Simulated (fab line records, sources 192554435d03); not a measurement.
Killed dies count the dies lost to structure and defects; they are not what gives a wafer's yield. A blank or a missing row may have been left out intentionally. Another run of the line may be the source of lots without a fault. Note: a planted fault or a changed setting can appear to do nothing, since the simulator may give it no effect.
Which of the tools did it?    flow n5 finfet    69 wafers from 23 lots sampled at 4 of the route's 1938 steps

== WHAT EACH GAUGE READ, for each wafer ==
N5_DUMMY_GATE_CD_MEAS_50 targets a cd of 14 nm.
lot   measured     on         cd nm (nm)
L074  day 3 04:01  cd sem-01  14.0 14.3 13.9
L075  day 3 06:37  cd sem-02  14.0 14.3 14.1
L076  day 3 11:50  cd sem-03  14.3 13.6 13.5
L077  day 3 18:44  cd sem-03  14.0 14.5 14.1
L078  day 4 03:13  cd sem-03  14.0 13.9 14.0
L079  day 4 05:17  cd sem-03  14.8 14.1 13.9
L080  day 4 12:02  cd sem-02  13.7 14.4 14.0
L081  day 4 17:04  cd sem-01  13.7 14.1 14.2
L082  day 4 23:56  cd sem-02  13.9 13.9 14.2
L083  day 5 10:31  cd sem-02  13.9 14.5 13.7
L084  day 5 16:03  cd sem-02  13.6 14.2 14.4
L085  day 5 21:44  cd sem-01  14.7 13.8 14.3
L086  day 6 05:25  cd sem-03  14.5 14.6 14.3
L087  day 6 07:17  cd sem-03  13.9 13.9 13.7
L088  day 6 14:08  cd sem-03  13.9 14.3 13.6
L089  day 6 22:06  cd sem-01  14.0 14.2 14.1
L090  day 7 01:50  cd sem-01  14.1 13.7 13.9
L091  day 7 08:43  cd sem-03  14.3 14.5 14.1
L092  day 7 14:04  cd sem-03  13.7 13.7 14.1
L093  day 7 22:02  cd sem-01  13.9 13.5 14.2
L094  day 7 23:09  cd sem-01  14.2 14.1 13.8
L096  day 8 10:27  cd sem-02  14.2 14.1 13.9
L097  day 8 16:57  cd sem-01  14.2 13.6 14.5

== WHAT TOOL EACH LOT RAN ON (gives the tool, then ch and the chambers of the sampled wafers, and finally the start) ==
lot   N5_STI_FIN_REVEAL_DENSIFY_30     N5_STI_FIN_REVEAL_ETCHBACK_08      N5_DUMMY_GATE_DESCUM_20
L074  rtp anneal-02 ch 0, day 2 14:32  rie diel-02 ch 2,3, day 2 14:45    rie diel-04 ch 0,2,3, day 3 03:38
L075  rtp anneal-02 ch 0, day 2 17:02  rie diel-06 ch 0,1, day 2 17:13    rie diel-03 ch 0,2,3, day 3 06:03
L076  rtp anneal-02 ch 0, day 2 22:46  rie diel-02 ch 0,1,3, day 2 22:58  rie diel-04 ch 0,1,2, day 3 11:28
L077  rtp anneal-02 ch 0, day 3 06:25  rie diel-06 ch 0,3, day 3 06:37    rie diel-04 ch 0,3, day 3 18:22
L078  rtp anneal-02 ch 0, day 3 13:01  rie diel-02 ch 1,2, day 3 13:15    rie diel-04 ch 1,2,3, day 4 02:50
L079  rtp anneal-02 ch 0, day 3 16:59  rie diel-01 ch 1,2, day 3 17:12    rie diel-05 ch 1,2,3, day 4 04:54
L080  rtp anneal-02 ch 0, day 3 22:22  rie diel-06 ch 1,3, day 3 22:35    rie diel-04 ch 0,2,3, day 4 11:39
L081  rtp anneal-02 ch 0, day 4 04:36  rie diel-01 ch 0,1, day 4 04:47    rie diel-04 ch 0,1,3, day 4 16:41
L082  rtp anneal-01 ch 0, day 4 10:52  rie diel-02 ch 0,2, day 4 11:08    rie diel-05 ch 1,3, day 4 23:32
L083  rtp anneal-02 ch 0, day 4 18:49  rie diel-02 ch 0,3, day 4 19:16    rie diel-03 ch 0,1, day 5 09:46
L084  rtp anneal-02 ch 0, day 5 01:17  rie diel-06 ch 0,2,3, day 5 01:30  rie diel-04 ch 0,1,3, day 5 15:36
L085  rtp anneal-02 ch 0, day 5 08:44  rie diel-02 ch 0,1, day 5 09:09    rie diel-05 ch 0,1,3, day 5 21:22
L086  rtp anneal-01 ch 0, day 5 12:36  rie diel-01 ch 0,1,3, day 5 12:55  rie diel-05 ch 0,1,3, day 6 05:03
L087  rtp anneal-02 ch 0, day 5 16:39  rie diel-02 ch 0,3, day 5 17:05    rie diel-04 ch 2,3, day 6 06:52
L088  rtp anneal-01 ch 0, day 6 00:51  rie diel-02 ch 1,2, day 6 01:01    rie diel-04 ch 0,1, day 6 13:44
L089  rtp anneal-01 ch 0, day 6 05:52  rie diel-02 ch 0,2,3, day 6 06:06  rie diel-05 ch 0,2,3, day 6 21:30
L090  rtp anneal-02 ch 0, day 6 12:56  rie diel-06 ch 0,1,3, day 6 13:19  rie diel-03 ch 1,2,3, day 7 01:28
L091  rtp anneal-02 ch 0, day 6 19:05  rie diel-01 ch 0,1,2, day 6 19:20  rie diel-04 ch 0,2, day 7 08:15
L092  rtp anneal-02 ch 0, day 7 00:58  rie diel-02 ch 1,2,3, day 7 01:13  rie diel-03 ch 0,1,3, day 7 13:41
L093  rtp anneal-01 ch 0, day 7 05:31  rie diel-01 ch 0,1,2, day 7 05:41  rie diel-03 ch 0,1,2, day 7 21:39
L094  rtp anneal-01 ch 0, day 7 10:22  rie diel-06 ch 1,2, day 7 10:35    rie diel-05 ch 0,2,3, day 7 22:47
L096  rtp anneal-01 ch 0, day 7 21:13  rie diel-01 ch 0,1, day 7 21:26    rie diel-04 ch 0,2,3, day 8 09:54
L097  rtp anneal-01 ch 0, day 8 03:28  rie diel-06 ch 1,2,3, day 8 03:40  rie diel-05 ch 0,1,2, day 8 16:35
- N5_STI_FIN_REVEAL_DENSIFY_30
- N5_STI_FIN_REVEAL_ETCHBACK_08: etches SiO2 in C4F6/O2, target depth 30.5 nm, time 10.167 s.
- N5_DUMMY_GATE_DESCUM_20: chemistry O2, time 6.2 s.

== AS READ BY THE TOOLS THEMSELVES (means over the sampled wafers that have a number; for cases with no such wafer, the mark the record gives instead) ==
N5_STI_FIN_REVEAL_DENSIFY_30.
lot   tool           lamp power pct (%)  lamp_zone_7_pct (%)
L074  rtp anneal-02  11.52               11.952
L075  rtp anneal-02  11.51               11.963
L076  rtp anneal-02  11.53               11.951
L077  rtp anneal-02  11.48               11.955
L078  rtp anneal-02  11.59               11.966
L079  rtp anneal-02  11.54               11.973
L080  rtp anneal-02  11.55               11.959
L081  rtp anneal-02  11.60               11.969
L082  rtp anneal-01  11.50               11.968
L083  rtp anneal-02  11.64               11.966
L084  rtp anneal-02  11.52               11.973
L085  rtp anneal-02  11.52               11.947
L086  rtp anneal-01  11.52               11.975
L087  rtp anneal-02  11.52               11.960
L088  rtp anneal-01  11.56               11.977
L089  rtp anneal-01  11.54               11.967
L090  rtp anneal-02  11.54               11.963
L091  rtp anneal-02  11.56               11.972
L092  rtp anneal-02  11.55               11.970
L093  rtp anneal-01  11.53               11.946
L094  rtp anneal-01  11.58               11.968
L096  rtp anneal-01  11.53               11.964
L097  rtp anneal-01  11.56               11.972

N5_STI_FIN_REVEAL_ETCHBACK_08.
lot   tool         drypump motor current A (A)  oes product au (a.u.)  rf vpp V (V)  showerhead plenum p Torr (Torr)  throttle valve pct (%)
L074  rie diel-02  5.4                          0.90                   658           2.93                             20.96
L075  rie diel-06  5.8                          0.74                   663           2.71                             21.28
L076  rie diel-02  5.4                          0.86                   663           2.86                             21.02
L077  rie diel-06  5.2                          0.84                   675           2.90                             21.14
L078  rie diel-02  5.7                          0.90                   657           2.97                             20.86
L079  rie diel-01  6.0                          0.73                   662           2.82                             21.18
L080  rie diel-06  6.2                          0.86                   672           2.83                             21.07
L081  rie diel-01  5.8                          0.74                   660           2.77                             21.30
L082  rie diel-02  5.8                          0.89                   656           2.98                             20.90
L083  rie diel-02  5.5                          0.91                   661           2.87                             20.96
L084  rie diel-06  5.3                          0.93                   676           3.02                             21.12
L085  rie diel-02  5.7                          0.91                   660           2.91                             20.85
L086  rie diel-01  5.7                          0.79                   663           2.78                             21.21
L087  rie diel-02  5.1                          0.88                   662           2.81                             21.06
L088  rie diel-02  5.7                          0.85                   657           2.96                             20.90
L089  rie diel-02  5.4                          0.86                   659           2.89                             21.00
L090  rie diel-06  5.7                          0.88                   672           2.92                             21.08
L091  rie diel-01  5.9                          0.71                   659           2.78                             21.28
L092  rie diel-02  5.4                          0.84                   660           2.87                             20.98
L093  rie diel-01  5.9                          0.71                   659           2.78                             21.30
L094  rie diel-06  5.8                          0.88                   669           2.93                             21.21
L096  rie diel-01  5.6                          0.71                   662           2.78                             21.30
L097  rie diel-06  5.7                          0.86                   671           2.91                             21.15

N5_DUMMY_GATE_DESCUM_20.
lot   tool         drypump motor current A (A)  oes product au (a.u.)  rf vpp V (V)  showerhead plenum p Torr (Torr)  throttle valve pct (%)
L074  rie diel-04  5.8                          0.76                   242.5         2.04                             20.43
L075  rie diel-03  5.9                          0.74                   242.2         2.12                             20.58
L076  rie diel-04  5.5                          0.74                   241.6         2.03                             20.43
L077  rie diel-04  5.8                          0.79                   241.4         2.02                             20.35
L078  rie diel-04  5.8                          0.76                   242.3         2.04                             20.50
L079  rie diel-05  5.5                          0.70                   242.5         2.07                             20.13
L080  rie diel-04  5.8                          0.75                   241.7         2.03                             20.44
L081  rie diel-04  5.4                          0.76                   241.8         2.01                             20.36
L082  rie diel-05  5.3                          0.70                   242.9         2.02                             20.12
L083  rie diel-03  5.4                          0.77                   243.7         2.13                             20.63
L084  rie diel-04  5.4                          0.75                   241.2         2.01                             20.36
L085  rie diel-05  5.4                          0.77                   243.3         2.05                             20.07
L086  rie diel-05  5.4                          0.78                   242.3         2.05                             20.08
L087  rie diel-04  6.1                          0.76                   242.4         2.05                             20.52
L088  rie diel-04  5.0                          0.73                   242.6         2.00                             20.38
L089  rie diel-05  5.4                          0.76                   243.9         2.11                             19.97
L090  rie diel-03  5.6                          0.78                   244.6         2.16                             20.59
L091  rie diel-04  5.9                          0.71                   242.7         2.05                             20.55
L092  rie diel-03  5.3                          0.75                   243.1         2.11                             20.71
L093  rie diel-03  5.7                          0.78                   244.5         2.16                             20.56
L094  rie diel-05  5.4                          0.76                   242.9         2.10                             19.97
L096  rie diel-04  5.8                          0.72                   241.9         2.02                             20.49
L097  rie diel-05  5.7                          0.74                   243.7         2.08                             20.11

== THE ANSWER, worked out from the rows above alone ==
Rule: the usual values come from the lots themselves. Put in order of their means at a reading, lots are off if they are a third of the lots or fewer, leave a main group of 4 or more, and stand apart from it by a gap of 3 or more times the standard deviation of the main group's means; of several such gaps the widest counts. The tables above print the reading to a certain number of digits; a main group whose means all agree to those digits is not used. Also off: a lot with no number at a reading for which 4 or more lots have one. All remaining lots with rows at the step are treated as sound. Order of review: gauges by route order, followed by the tools' own readings, for which a lot's mean as printed above is used. At the first step where some lot is off, the reading lying furthest off is the one used; lots without a number count as furthest.
No lot is off on any of the readings shown, so nothing can be concluded from this.

== WHAT WAS PUT IN BY THE SIMULATOR ==
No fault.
